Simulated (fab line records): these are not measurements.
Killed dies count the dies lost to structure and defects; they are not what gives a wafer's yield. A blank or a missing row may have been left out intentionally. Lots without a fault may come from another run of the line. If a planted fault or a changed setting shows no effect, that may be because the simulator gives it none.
fab line records	flow n5-finfet
record: lots: 10	wafers: 30	last-day: 20
route steps=1938 shown BEOL_M2@842 BEOL_M4@1111 PASSIVATION@1936
lots that met no fault: taken from a fault-free run of the same line
start-h: the number of hours between the record's first day and the start of the first shown wafer of the lot	wait-h: hours from the lot's prior step to this one	" repeats the value in the row above	L1.1+2: a row that stands for several wafers	- either no value or no given start	* or withheld: withheld	< > ~ a bound
route shown NAME@n: NAME is a module with steps in the file, n the number in the route of the first one	usual: mean and standard deviation over wafers with no fault	same: alike in all rows	chamber/n: place in a boat	sites: each site's reading	_std_site: standard deviation of those values	_edge_site: mean of outer sites minus mean of inner sites	radius-mm: how far each site lies from the wafer's centre	mask NAME#n: copy n	behind: the tool/chamber that last shaped the wafer	hold: why the lot went on hold/how many hours it stayed there/how the hold came to an end	device: names the non-switching transistor (n, p or np)	end of line: tests of these same wafers at the route's end	step lacking rows: just its recipe	killed: the dies lost at the first sort to structure and to defects; this is not the yield of the wafer	map: a wafer's dies, marking killed ones x, the rest . and places with no die _
set.NAME: the setting as run; set.NAME@STEP: as run at that earlier step	model.NAME: the simulator's own value behind a step, which no gauge read
steps of the route over a sample of lots; a table a step, a row a wafer
services: a tool's chamber out of use, with start hour (start-h, from the record's first day; less than 0 if before it), hours out, and reason
== steps ==
step: N5_BEOL_M2_THK_MEAS_01
recipe: reads: SiOC_of_BEOL_M2_ILD_DEP_00
usual: M2_ILD_THK: 78.9/0.96
lot.wafer	tool	chamber	start-h	wait-h	M2_ILD_THK[nm]
L412.2	film-metro-02	-	138.24	0.1	78.6
L412.4	"	-	"	"	79.2
L412.5	"	-	"	"	80.0
L414.1	film-metro-01	-	160.34	0.0	78.5
L414.5	"	-	"	"	79.9
L414.6	"	-	"	"	79.3
L419.3	film-metro-02	-	184.99	0.1	79.1
L419.5	"	-	"	"	79.6
L419.6	"	-	"	"	79.7
L421.3	film-metro-01	-	219.83	0.1	79.0
L421.5	"	-	"	"	80.6
L421.6	"	-	"	"	80.2
L425.1	film-metro-02	-	244.21	0.0	77.8
L425.3	"	-	"	"	79.2
L425.6	"	-	"	"	79.7
L426.2	film-metro-01	-	245.90	0.1	77.9
L426.3	"	-	"	"	77.5
L426.5	"	-	"	"	78.8
L431.1	film-metro-02	-	268.25	0.1	78.6
L431.2	"	-	"	"	78.0
L431.6	"	-	"	"	78.5
L433.1	film-metro-02	-	270.13	0.0	78.9
L433.2	"	-	"	"	78.5
L433.4	"	-	"	"	79.5
L432.2	film-metro-02	-	273.62	0.1	79.2
L432.3	"	-	"	"	77.1
L432.6	"	-	"	"	78.5
L434.1	film-metro-01	-	276.80	0.0	79.1
L434.2	"	-	"	"	79.3
L434.4	"	-	"	"	81.0
step: N5_BEOL_M2_OVL_MEAS_12
recipe: points-per-wafer: 522
usual: M2_OVL: -0.3/0.67
lot.wafer	tool	chamber	start-h	wait-h	M2_OVL[nm]
L412.2	overlay-02	0	140.33	0.0	-0.8
L412.4	"	0	"	"	0.1
L412.5	"	0	"	"	-0.7
L414.1	overlay-01	0	161.28	0.0	-0.2
L414.5	"	0	"	"	0.1
L414.6	"	0	"	"	0.2
L419.3	overlay-01	0	185.83	0.0	-0.1
L419.5	"	0	"	"	-0.9
L419.6	"	0	"	"	-0.1
L421.3	overlay-02	0	220.38	0.0	-0.9
L421.5	"	0	"	"	-0.2
L421.6	"	0	"	"	-1.0
L425.1	overlay-01	0	245.96	0.0	-0.5
L425.3	"	0	"	"	-0.2
L425.6	"	0	"	"	-0.5
L426.2	overlay-01	0	246.96	0.0	0.1
L426.3	"	0	"	"	0.1
L426.5	"	0	"	"	0.1
L431.1	overlay-02	0	269.35	0.0	0.3
L431.2	"	0	"	"	0.5
L431.6	"	0	"	"	0.2
L433.1	overlay-02	0	270.65	0.0	0.1
L433.2	"	0	"	"	-1.1
L433.4	"	0	"	"	-0.9
L432.2	overlay-02	0	274.66	0.0	0.4
L432.3	"	0	"	"	0.3
L432.6	"	0	"	"	0.0
L434.1	overlay-02	0	277.44	0.0	-1.0
L434.2	"	0	"	"	-0.1
L434.4	"	0	"	"	-1.0
step: N5_BEOL_M2_COAT_22
recipe: resist: CAR-EUV	spin-rpm: 1500	resist-thk-nm: 30
usual: spin-speed-rpm: 1500.1/1
lot.wafer	tool	chamber	start-h	wait-h	spin-speed-rpm
L412.2	litho-track-02	0	140.98	-	1500.1
L412.4	"	0	"	"	1500.5
L412.5	"	0	"	"	1500.4
L414.1	litho-track-02	0	161.85	-	1499.6
L414.5	"	0	"	"	1499.6
L414.6	"	0	"	"	1501.3
L419.3	litho-track-04	0	186.39	-	1498.6
L419.5	"	0	"	"	1499.3
L419.6	"	0	"	"	1500.5
L421.3	litho-track-02	0	221.23	-	1499.7
L421.5	"	0	"	"	1497.6
L421.6	"	0	"	"	1500.8
L425.1	litho-track-02	0	246.54	-	1419.8
L425.3	"	0	"	"	1419.4
L425.6	"	0	"	"	1419.0
L426.2	litho-track-02	0	247.52	-	1420.7
L426.3	"	0	"	"	1420.9
L426.5	"	0	"	"	1419.3
L431.1	litho-track-02	0	269.92	-	1420.3
L431.2	"	0	"	"	1421.4
L431.6	"	0	"	"	1420.7
L433.1	litho-track-04	0	271.31	-	1500.1
L433.2	"	0	"	"	1499.3
L433.4	"	0	"	"	1499.3
L432.2	litho-track-01	0	275.35	-	1500.1
L432.3	"	0	"	"	1499.7
L432.6	"	0	"	"	1500.2
L434.1	litho-track-01	0	278.01	-	1500.9
L434.2	"	0	"	"	1500.2
L434.4	"	0	"	"	1500.1
step: N5_BEOL_M2_ETCH_77
recipe: chemistry: N2/H2	target: underlayer	target-depth-a: 65	mask-material: CAR-EUV	time-s: 5.2	ion-energy-ev: 200	pressure-mtorr: 30	source-w: 840	bias-w: 150	n2-flow-sccm: 200	h2-flow-sccm: 200	ends: cleared
usual: drypump-motor-current-A: 5.7/0.36	etch-rf-on-time-s: 5.20/0.099	oes-product-au: 0.70/0.076	rf-vpp-V: 525.5/2.1	showerhead-plenum-p-Torr: 2.59/0.063	throttle-valve-pct: 17.6/0.35
lot.wafer	tool	chamber	start-h	wait-h	drypump-motor-current-A	etch-rf-on-time-s	oes-product-au	rf-hours-counter-h	rf-vpp-V	showerhead-plenum-p-Torr	throttle-valve-pct
L412.2	rie-diel-01	1	141.41	0.0	5.3	5.35	0.63	190	527.6	2.62	17.9
L412.4	"	2	"	"	5.9	5.35	0.71	47	528.0	2.70	17.5
L412.5	"	2	"	"	5.9	5.36	0.71	-	527.3	2.70	17.5
L414.1	rie-diel-04	0	162.41	0.0	6.1	5.19	0.79	21	522.7	2.60	17.4
L414.5	"	0	"	"	6.1	5.21	0.81	-	524.1	2.60	17.4
L414.6	"	3	"	"	5.5	5.11	0.81	-	526.1	2.59	17.3
L419.3	rie-diel-06	0	186.84	0.0	5.2	5.19	0.82	4	526.8	2.58	17.0
L419.5	"	1	"	"	5.6	5.21	0.69	-	525.3	2.56	17.8
L419.6	"	2	"	"	5.6	5.15	0.58	-	525.8	2.62	17.9
L421.3	rie-diel-01	3	221.79	0.0	5.2	5.03	0.76	45	525.3	2.58	17.5
L421.5	"	0	"	"	5.9	5.27	0.73	-	527.7	2.69	17.3
L421.6	"	1	"	"	5.3	5.30	0.60	-	525.5	2.60	18.0
L425.1	rie-diel-04	2	246.97	0.0	5.9	5.26	0.60	224	523.2	2.50	18.0
L425.3	"	0	"	"	6.1	5.12	0.77	49	521.3	2.58	17.4
L425.6	"	0	"	"	6.1	5.14	0.77	-	525.2	2.58	17.4
L426.2	rie-diel-04	1	247.96	0.0	6.2	5.16	0.61	221	528.0	2.62	18.2
L426.3	"	3	"	"	5.5	5.16	0.74	33	526.1	2.57	17.3
L426.5	"	3	"	"	5.5	5.11	0.76	-	525.8	2.57	17.3
L431.1	rie-diel-04	1	270.35	0.0	6.2	5.13	0.62	228	526.2	2.62	18.2
L431.2	"	2	"	"	5.9	5.23	0.60	231	521.3	2.50	18.0
L431.6	"	3	"	"	5.5	5.17	0.73	-	526.2	2.57	17.3
L433.1	rie-diel-04	2	271.87	0.0	5.9	5.33	0.59	232	523.7	2.49	18.0
L433.2	"	3	"	"	5.5	5.14	0.73	41	525.3	2.57	17.3
L433.4	"	0	"	"	6.1	5.16	0.76	56	524.8	2.58	17.4
L432.2	rie-diel-01	0	276.03	0.0	5.9	5.21	0.71	54	530.1	2.69	17.4
L432.3	"	3	"	"	5.3	5.01	0.73	62	526.1	2.57	17.6
L432.6	"	0	"	"	5.9	5.29	0.70	-	526.9	2.69	17.4
L434.1	rie-diel-06	3	278.45	0.0	4.9	5.36	0.58	241	519.8	2.39	17.8
L434.2	"	2	"	"	5.6	5.12	0.75	26	524.6	2.60	17.5
L434.4	"	1	"	"	5.6	5.27	0.66	116	524.8	2.55	17.9
step: N5_BEOL_M4_RC_MEAS_101
usual: DIBL_N: 36.0/1.9	DIBL_P: 35.6/2.2	IOFF_N: 0.15/0.031	IOFF_P: 0.19/0.032	ION_N: 668/11	ION_P: 455/7.2	SS_N: 71.5/0.65	SS_P: 73.4/0.64	VT_N: 251/3.6	VT_P: -253/3.3
lot.wafer	tool	chamber	start-h	wait-h	DIBL_N[mV/V]	DIBL_P[mV/V]	IOFF_N[nA/um]	IOFF_P[nA/um]	ION_N[uA/um]	ION_P[uA/um]	SS_N[mV/dec]	SS_P[mV/dec]	VT_N[mV]	VT_P[mV]
L412.2	prober-02	0	193.89	0.2	35.0	34.2	0.11	0.14	661	445	72.1	72.7	258	-259
L412.4	"	0	"	"	35.1	34.4	0.12	0.14	658	444	71.0	72.9	254	-256
L412.5	"	0	"	"	36.2	36.1	0.13	0.16	669	453	71.8	73.5	252	-258
L414.1	prober-02	0	226.65	0.0	38.1	37.8	0.20	0.23	685	463	71.4	73.6	241	-249
L414.5	"	0	"	"	36.1	36.1	0.16	0.20	676	459	71.4	73.3	251	-253
L414.6	"	0	"	"	35.0	33.9	0.15	0.17	665	453	71.7	72.9	251	-254
L419.3	prober-02	0	248.01	0.3	34.0	33.2	0.12	0.19	650	452	71.2	72.7	255	-251
L419.5	"	0	"	"	34.2	32.6	0.12	0.17	660	453	71.1	72.7	257	-255
L419.6	"	0	"	"	32.9	32.8	0.11	0.17	665	458	71.4	72.7	254	-254
L421.3	prober-01	0	288.47	0.3	33.1	33.0	0.11	0.17	663	455	70.5	72.5	251	-254
L421.5	"	0	"	"	33.8	33.7	0.12	0.17	661	454	71.3	73.3	250	-253
L421.6	"	0	"	"	32.3	31.0	0.10	0.14	658	449	70.5	73.1	255	-256
L425.1	prober-02	0	297.91	0.0	38.4	38.4	0.19	0.22	677	462	70.7	74.3	246	-246
L425.3	"	0	"	"	37.1	36.7	0.15	0.20	670	460	71.2	72.8	252	-250
L425.6	"	0	"	"	35.3	34.2	0.12	0.16	670	461	70.6	72.8	252	-255
L426.2	prober-01	0	305.76	0.2	36.3	38.5	0.16	0.21	666	458	71.4	73.7	248	-253
L426.3	"	0	"	"	35.7	36.3	0.16	0.17	666	445	72.0	73.4	249	-258
L426.5	"	0	"	"	36.9	38.1	0.18	0.20	668	458	72.0	73.8	251	-256
L431.1	prober-02	0	322.43	0.0	35.0	34.7	0.14	0.19	672	460	71.3	73.9	254	-254
L431.2	"	0	"	"	35.7	34.8	0.15	0.18	666	452	72.6	74.2	251	-253
L431.6	"	0	"	"	36.2	35.4	0.14	0.19	658	449	71.9	73.3	256	-252
L432.2	prober-02	0	325.97	0.2	38.4	38.5	0.20	0.25	679	460	72.8	73.9	247	-249
L432.3	"	0	"	"	35.8	34.8	0.15	0.20	679	463	71.7	73.3	251	-251
L432.6	"	0	"	"	36.5	36.0	0.17	0.22	675	465	72.1	74.1	250	-252
L433.1	prober-02	0	333.71	0.0	33.1	33.5	0.11	0.13	662	444	70.6	72.9	259	-262
L433.2	"	0	"	"	34.7	35.8	0.13	0.16	666	443	71.6	73.6	255	-262
L433.4	"	0	"	"	34.6	37.0	0.14	0.17	665	449	71.9	74.3	252	-259
L434.1	prober-01	0	361.52	0.0	34.9	33.6	0.13	0.17	671	460	71.2	73.1	250	-252
L434.2	"	0	"	"	34.3	33.6	0.12	0.18	653	451	70.9	73.2	254	-253
L434.4	"	0	"	"	37.0	36.7	0.16	0.24	684	469	71.4	74.6	248	-246
step: N5_PASSIVATION_PROBE_49
usual: defect-limited-yield: 91.3/1.4	killed_at_M0_to_M3: 34/10	killed_at_M4_up: 14/5.5	killed-at-contacts: 12/6	killed-at-front-end: 40/10	killed-at-other: 3.0/2.4	killed-dies: 103/17	killed-open: 68/13	killed-short: 34/7.8	sort_bin_5_function: 5.1/0.97	sort_bin_6_memory: 3.3/0.66	sort_bin_8_speed: 0.02/0.12	sort-n-pass: 1077/17	sort-yield-pct: 91.2/1.4
same: gross-dies: 1180	killed-at-back-side: 0	sort_bin_4_leakage[%]: 0
lot.wafer	tool	chamber	start-h	wait-h	defect-limited-yield[%]	killed_at_M0_to_M3	killed_at_M4_up	killed-at-contacts	killed-at-front-end	killed-at-other	killed-dies	killed-open	killed-short	sort_bin_5_function[%]	sort_bin_6_memory[%]	sort_bin_8_speed[%]	sort-n-pass	sort-yield-pct[%]
L412.2	prober-02	-	294.87	0.1	92.0	26	7	14	44	3	94	67	26	4.5	3.3	0	1086	92.0
L412.4	prober-02	-	294.97	0.2	90.7	49	9	11	36	5	110	70	38	4.7	4.2	0	1070	90.7
L412.5	prober-02	-	295.02	0.2	91.2	46	7	11	40	0	104	63	40	5.3	3.3	0	1076	91.2
L414.1	prober-02	-	323.36	0.4	92.3	26	31	9	25	0	91	57	32	3.6	3.6	0	1089	92.3
L414.5	prober-02	-	323.56	0.6	89.7	45	9	12	50	6	122	85	37	5.9	4.3	0	1058	89.7
L414.6	prober-02	-	323.61	0.7	88.7	39	20	6	65	3	133	86	45	6.3	4.4	0	1047	88.7
L419.3	prober-01	-	356.71	0.1	90.8	38	14	15	36	5	108	74	31	5.3	3.6	0	1072	90.8
L419.5	prober-01	-	356.81	0.2	90.6	33	23	14	40	1	111	74	33	5.1	4.1	0	1069	90.6
L419.6	prober-01	-	356.86	0.3	91.0	27	18	19	40	2	106	79	25	5.5	3.4	0	1074	91.0
L421.3	prober-01	-	397.44	0.1	93.1	25	16	5	32	4	82	48	31	4.4	2.3	0	1098	93.1
L421.5	prober-01	-	397.54	0.2	91.2	23	14	2	62	3	104	75	29	5.5	3.1	0	1076	91.2
L421.6	prober-01	-	397.59	0.3	91.5	20	14	10	51	5	100	56	42	4.6	3.6	0	1080	91.5
L425.1	prober-01	-	401.46	0.0	90.9	30	7	18	52	0	107	76	29	5.4	3.4	0	1073	90.9
L425.3	prober-01	-	401.56	0.1	93.9	25	4	7	33	3	72	42	26	3.2	2.3	0	1108	93.9
L425.6	prober-01	-	401.71	0.3	90.7	28	19	17	45	1	110	73	37	4.7	4.1	0	1070	90.7
L426.2	prober-01	-	416.65	0.1	90.6	49	11	10	38	3	111	66	38	5.1	3.5	0	1069	90.6
L426.3	prober-01	-	416.70	0.1	92.4	36	13	13	25	3	90	63	25	4.5	3.0	0	1090	92.4
L426.5	prober-01	-	416.80	0.2	90.9	30	19	7	47	4	107	67	38	5.0	3.9	0	1073	90.9
L431.1	prober-02	-	424.43	0.0	87.5	49	23	10	63	2	147	105	39	7.8	4.6	0	1033	87.5
L431.2	prober-02	-	424.48	0.1	90.3	39	16	12	46	1	114	79	35	5.3	3.8	0	1066	90.3
L431.6	prober-02	-	424.68	0.3	90.5	39	23	9	39	2	112	86	26	5.3	4.0	0	1068	90.5
L432.2	prober-01	-	450.33	0.1	91.2	34	15	7	42	6	104	61	40	5.3	2.9	0	1076	91.2
L432.3	prober-01	-	450.38	0.1	92.6	29	16	3	35	4	87	52	34	5.6	1.5	0	1093	92.6
L432.6	prober-01	-	450.53	0.3	93.1	24	10	7	34	7	82	53	26	3.8	3.1	0	1098	93.1
L433.1	prober-01	-	454.29	0.0	90.2	44	22	3	45	2	116	70	46	6.3	3.1	0	1064	90.2
L433.2	prober-01	-	454.34	0.1	92.5	25	22	2	35	5	89	60	28	4.4	3.1	0.08	1090	92.4
L433.4	prober-01	-	454.44	0.2	90.3	29	28	1	51	5	114	65	47	5.4	3.8	0	1066	90.3
L434.1	prober-02	-	475.30	0.0	90.0	34	13	10	54	7	118	75	41	6.1	3.6	0	1062	90.0
L434.2	prober-02	-	475.35	0.1	86.9	58	20	13	59	4	154	97	57	7.7	4.6	0	1026	86.9
L434.4	prober-02	-	475.45	0.2	90.6	38	10	15	42	6	111	72	33	5.1	3.6	0	1069	90.6
killed by level:class
L412.2 FIN_SAQP:geometric-particle:open=12 BEOL_M0_SAQP:geometric-particle:open=11 STI_FIN_REVEAL:geometric-particle:open=10 MOL_CONTACT_COAG:geometric-particle:open=10 FIN_SAQP:geometric-particle:short=6 BEOL_M3:geometric-particle:open=6 MOL_CONTACT_COAG:geometric-particle:short=4 BEOL_M0_SAQP:geometric-particle:short=4
L412.4 BEOL_M0_SAQP:geometric-particle:open=14 BEOL_M0_SAQP:geometric-particle:short=13 FIN_SAQP:geometric-particle:open=8 MOL_CONTACT_COAG:geometric-particle:open=8 FIN_SAQP:geometric-particle:short=8 BEOL_M1:geometric-particle:open=6 BEOL_M2:geometric-particle:open=6 ILD0:geometric-particle:open=5
L412.5 BEOL_M3:geometric-particle:open=15 FIN_SAQP:geometric-particle:short=12 FIN_SAQP:geometric-particle:open=8 MOL_CONTACT_COAG:geometric-particle:open=8 BEOL_M0_SAQP:geometric-particle:open=8 BEOL_M1:geometric-particle:open=7 BEOL_M0_SAQP:geometric-particle:short=6 STI_FIN_REVEAL:geometric-particle:open=4
L414.1 BEOL_M4:geometric-particle:open=12 BEOL_M0:geometric-particle:short=8 BEOL_M5:geometric-particle:open=8 GATE_CUT:geometric-particle:short=7 BEOL_M1:geometric-particle:open=7 MOL_CONTACT_COAG:geometric-particle:open=6 BEOL_M2:geometric-particle:open=5 FIN_SAQP:geometric-particle:short=4
L414.5 STI_FIN_REVEAL:geometric-particle:open=17 BEOL_M2:geometric-particle:open=15 MOL_CONTACT_COAG:geometric-particle:open=10 BEOL_M3:geometric-particle:open=9 FIN_SAQP:geometric-particle:open=8 BEOL_M0:geometric-particle:short=6 FIN_SAQP:geometric-particle:short=5 GATE_CUT:geometric-particle:short=5
L414.6 FIN_SAQP:geometric-particle:open=17 STI_FIN_REVEAL:geometric-particle:open=13 FIN_SAQP:geometric-particle:short=10 BEOL_M3:geometric-particle:open=10 BEOL_M0:geometric-particle:short=7 BEOL_M4:geometric-particle:open=7 GATE_CUT:geometric-particle:short=6 BEOL_M5:geometric-particle:open=6
L419.3 BEOL_M2:geometric-particle:open=13 MOL_CONTACT_COAG:geometric-particle:open=11 BEOL_M1:geometric-particle:open=8 FIN_SAQP:geometric-particle:short=5 FIN_SAQP:geometric-particle:open=5 BEOL_M5:geometric-particle:open=5 STI_FIN_REVEAL:geometric-particle:open=4 ILD0:geometric-particle:short=4
L419.5 FIN_SAQP:geometric-particle:short=12 MOL_CONTACT_COAG:geometric-particle:open=10 BEOL_M2:geometric-particle:open=9 BEOL_M4:geometric-particle:open=9 FIN_SAQP:geometric-particle:open=8 BEOL_M3:geometric-particle:open=7 STI_FIN_REVEAL:geometric-particle:open=6 BEOL_M1:geometric-particle:open=6
L419.6 FIN_SAQP:geometric-particle:open=13 MOL_CONTACT_COAG:geometric-particle:open=12 FIN_SAQP:geometric-particle:short=7 MOL_CONTACT_COAG:geometric-particle:short=7 BEOL_M2:geometric-particle:open=7 BEOL_M3:geometric-particle:open=7 STI_FIN_REVEAL:geometric-particle:open=6 BEOL_M1:geometric-particle:open=6
L421.3 FIN_SAQP:geometric-particle:short=10 BEOL_M3:geometric-particle:open=8 BEOL_M0_SAQP:geometric-particle:short=6 BEOL_M4:geometric-particle:open=6 STI_FIN_REVEAL:geometric-particle:open=5 FIN_SAQP:geometric-particle:open=4 MOL_CONTACT_COAG:geometric-particle:open=4 BEOL_M0:geometric-particle:open=4
L421.5 FIN_SAQP:geometric-particle:open=22 FIN_SAQP:geometric-particle:short=9 STI_FIN_REVEAL:geometric-particle:open=9 BEOL_M2:geometric-particle:open=7 BEOL_M1:geometric-particle:open=6 DUMMY_GATE:geometric-particle:open=5 GATE_CUT:geometric-particle:short=5 GATE_CUT:geometric-particle:open=4
L421.6 STI_FIN_REVEAL:geometric-particle:open=13 FIN_SAQP:geometric-particle:short=8 MOL_CONTACT_COAG:geometric-particle:open=8 FIN_SAQP:geometric-particle:open=5 BEOL_M0_SAQP:geometric-particle:open=5 BEOL_M4:geometric-particle:open=5 STARTING-WAFER:geometric-particle:short=5 FIN_CUT:geometric-particle:short=4
L425.1 FIN_SAQP:geometric-particle:open=19 MOL_CONTACT_COAG:geometric-particle:open=14 BEOL_M3:geometric-particle:open=10 ILD0:geometric-particle:short=6 BEOL_M0_SAQP:geometric-particle:open=6 STI_FIN_REVEAL:geometric-particle:open=5 BEOL_M1:geometric-particle:open=5 FIN_SAQP:geometric-particle:short=4
L425.3 FIN_SAQP:geometric-particle:open=7 MOL_CONTACT_COAG:geometric-particle:open=6 BEOL_M3:geometric-particle:short=6 BEOL_M2:geometric-particle:open=5 BEOL_M0_SAQP:geometric-particle:open=5 FIN_SAQP:geometric-particle:short=4 BEOL_M0_SAQP:geometric-particle:short=4 STARTING-WAFER:geometric-particle:short=4
L425.6 FIN_SAQP:geometric-particle:open=21 MOL_CONTACT_COAG:geometric-particle:open=11 BEOL_M4:geometric-particle:open=11 FIN_SAQP:geometric-particle:short=7 MOL_CONTACT_COAG:geometric-particle:short=6 BEOL_M0_SAQP:geometric-particle:short=6 BEOL_M3:geometric-particle:open=5 BEOL_M1:geometric-particle:short=4
L426.2 BEOL_M0_SAQP:geometric-particle:open=11 FIN_SAQP:geometric-particle:open=8 MOL_CONTACT_COAG:geometric-particle:open=8 BEOL_M3:geometric-particle:open=7 HKMG_FIN:area-etch=7 STI_FIN_REVEAL:geometric-particle:open=6 BEOL_M0_SAQP:geometric-particle:short=6 BEOL_M2:geometric-particle:open=6
L426.3 MOL_CONTACT_COAG:geometric-particle:open=10 BEOL_M0_SAQP:geometric-particle:open=9 GATE_CUT:geometric-particle:short=6 BEOL_M1:geometric-particle:open=6 BEOL_M0_SAQP:geometric-particle:short=5 BEOL_M2:geometric-particle:open=5 BEOL_M3:geometric-particle:open=5 BEOL_M4:geometric-particle:open=5
L426.5 FIN_SAQP:geometric-particle:open=7 STI_FIN_REVEAL:geometric-particle:open=7 BEOL_M0_SAQP:geometric-particle:short=7 FIN_SAQP:geometric-particle:short=6 BEOL_M1:geometric-particle:short=6 ILD0:geometric-particle:open=5 MOL_CONTACT_COAG:geometric-particle:open=5 BEOL_M3:geometric-particle:open=5
L431.1 STI_FIN_REVEAL:geometric-particle:open=23 FIN_SAQP:geometric-particle:open=14 BEOL_M2:geometric-particle:open=11 BEOL_M1:geometric-particle:open=11 BEOL_M4:geometric-particle:open=10 FIN_SAQP:geometric-particle:short=9 BEOL_M0_SAQP:geometric-particle:short=8 MOL_CONTACT_COAG:geometric-particle:open=7
L431.2 BEOL_M1:geometric-particle:open=14 STI_FIN_REVEAL:geometric-particle:open=11 FIN_SAQP:geometric-particle:short=10 FIN_SAQP:geometric-particle:open=9 MOL_CONTACT_COAG:geometric-particle:open=7 BEOL_M4:geometric-particle:open=7 DUMMY_GATE:geometric-particle:open=6 MOL_CONTACT_COAG:geometric-particle:short=5
L431.6 BEOL_M2:geometric-particle:open=12 FIN_SAQP:geometric-particle:open=10 MOL_CONTACT_COAG:geometric-particle:open=8 BEOL_M1:geometric-particle:open=8 STI_FIN_REVEAL:geometric-particle:open=7 BEOL_M5:geometric-particle:open=6 BEOL_M3:geometric-particle:open=6 FIN_SAQP:geometric-particle:short=5
L432.2 FIN_SAQP:geometric-particle:short=10 BEOL_M0_SAQP:geometric-particle:short=10 BEOL_M0_SAQP:geometric-particle:open=7 MOL_CONTACT_COAG:geometric-particle:open=7 BEOL_M1:geometric-particle:open=7 DUMMY_GATE:geometric-particle:open=6 GATE_CUT:geometric-particle:short=5 GATE_CUT:geometric-particle:open=5
L432.3 STI_FIN_REVEAL:geometric-particle:open=8 BEOL_M0_SAQP:geometric-particle:short=8 FIN_SAQP:geometric-particle:open=6 BEOL_M3:geometric-particle:short=6 FIN_SAQP:geometric-particle:short=5 BEOL_M4:geometric-particle:open=5 BEOL_M0_SAQP:geometric-particle:open=4 GATE_CUT:geometric-particle:short=3
L432.6 FIN_SAQP:geometric-particle:open=8 BEOL_M3:geometric-particle:open=7 GATE_CUT:geometric-particle:short=6 MOL_CONTACT_COAG:geometric-particle:open=6 FIN_SAQP:geometric-particle:short=5 BEOL_M0_SAQP:geometric-particle:open=5 BEOL_M2:geometric-particle:open=4 BEOL_M5:geometric-particle:open=4
L433.1 BEOL_M4:geometric-particle:open=15 BEOL_M0_SAQP:geometric-particle:open=10 BEOL_M0_SAQP:geometric-particle:short=9 GATE_CUT:geometric-particle:short=8 STI_FIN_REVEAL:geometric-particle:open=7 FIN_SAQP:geometric-particle:short=6 BEOL_M1:geometric-particle:open=6 BEOL_M2:geometric-particle:open=6
L433.2 BEOL_M4:geometric-particle:open=7 STI_FIN_REVEAL:geometric-particle:open=5 DUMMY_GATE:geometric-particle:open=5 ILD0:geometric-particle:open=5 GATE_CUT:geometric-particle:open=5 BEOL_M1:geometric-particle:open=5 FIN_SAQP:geometric-particle:open=4 BEOL_M0_SAQP:geometric-particle:open=4
L433.4 STI_FIN_REVEAL:geometric-particle:open=17 BEOL_M4:geometric-particle:open=12 GATE_CUT:geometric-particle:short=7 BEOL_M2:geometric-particle:open=7 FIN_SAQP:geometric-particle:short=6 STI_FIN_REVEAL:geometric-particle:short=5 BEOL_M0_SAQP:geometric-particle:short=5 BEOL_M0:geometric-particle:short=5
L434.1 STI_FIN_REVEAL:geometric-particle:open=14 FIN_SAQP:geometric-particle:short=13 FIN_SAQP:geometric-particle:open=8 MOL_CONTACT_COAG:geometric-particle:open=8 BEOL_M2:geometric-particle:open=7 BEOL_M4:geometric-particle:open=6 BEOL_M3:geometric-particle:short=5 BEOL_M0_SAQP:geometric-particle:open=4
L434.2 BEOL_M1:geometric-particle:open=15 FIN_SAQP:geometric-particle:short=12 FIN_SAQP:geometric-particle:open=12 BEOL_M0_SAQP:geometric-particle:short=12 STI_FIN_REVEAL:geometric-particle:open=12 MOL_CONTACT_COAG:geometric-particle:open=9 BEOL_M5:geometric-particle:open=7 BEOL_M0_SAQP:geometric-particle:open=7
L434.4 MOL_CONTACT_COAG:geometric-particle:open=12 BEOL_M1:geometric-particle:open=11 STI_FIN_REVEAL:geometric-particle:open=10 FIN_SAQP:geometric-particle:open=8 BEOL_M3:geometric-particle:open=7 FIN_SAQP:geometric-particle:short=6 BEOL_M0_SAQP:geometric-particle:short=5 BEOL_M2:geometric-particle:open=5
== services ==
tool	chamber	start-h	hours	kind
rie-diel-04	3	130.10	-	clean
rie-diel-04	3	130.10	-	consumable-replace:focus-ring
rie-diel-04	3	130.10	23.7	scheduled-down
rie-diel-04	3	130.10	23.7	vent-cycle
rie-diel-06	0	130.10	4.0	repair
litho-track-01	-	134.47	-	consumable-replace:filter
rie-diel-06	0	141.88	-	clean
rie-diel-06	0	141.88	-	consumable-replace:focus-ring
rie-diel-06	0	141.88	33.7	scheduled-down
rie-diel-06	0	141.88	33.7	vent-cycle
rie-diel-01	3	156.77	43.4	repair
litho-track-01	-	161.92	-	consumable-replace:filter
rie-diel-04	1	171.89	1.4	repair
litho-track-02	-	176.58	-	consumable-replace:filter
rie-diel-06	3	181.80	17.0	repair
litho-track-04	-	192.00	-	consumable-replace:filter
rie-diel-06	2	198.81	-	clean
rie-diel-06	2	198.81	-	consumable-replace:focus-ring
rie-diel-06	2	198.81	16.9	scheduled-down
rie-diel-06	2	198.81	16.9	vent-cycle
rie-diel-01	-	202.64	0.5	repair
rie-diel-01	-	252.18	2.8	pm
== key ==
first-sign: step: N5_BEOL_M2_COAT_22	reading: spin-speed-rpm	direction: down	sigmas: 78	usual: *	struck: *
effect none on later readings
met-at N5_BEOL_M2_COAT_22
struck-lots L425,L426,L431
not-acting-at N5_BEOL_M2_THK_MEAS_01,N5_BEOL_M2_OVL_MEAS_12,N5_BEOL_M2_ETCH_77
onset-between 221.23 246.54
fault: kind: process-parameter-drift	tool: litho-track-02	chamber: -	onset-h: 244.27	steps: N5_BEOL_M2_COAT_22	channel: spin-rpm	offset: *	shape: step	end-h: 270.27	acts-in: *	stated: *
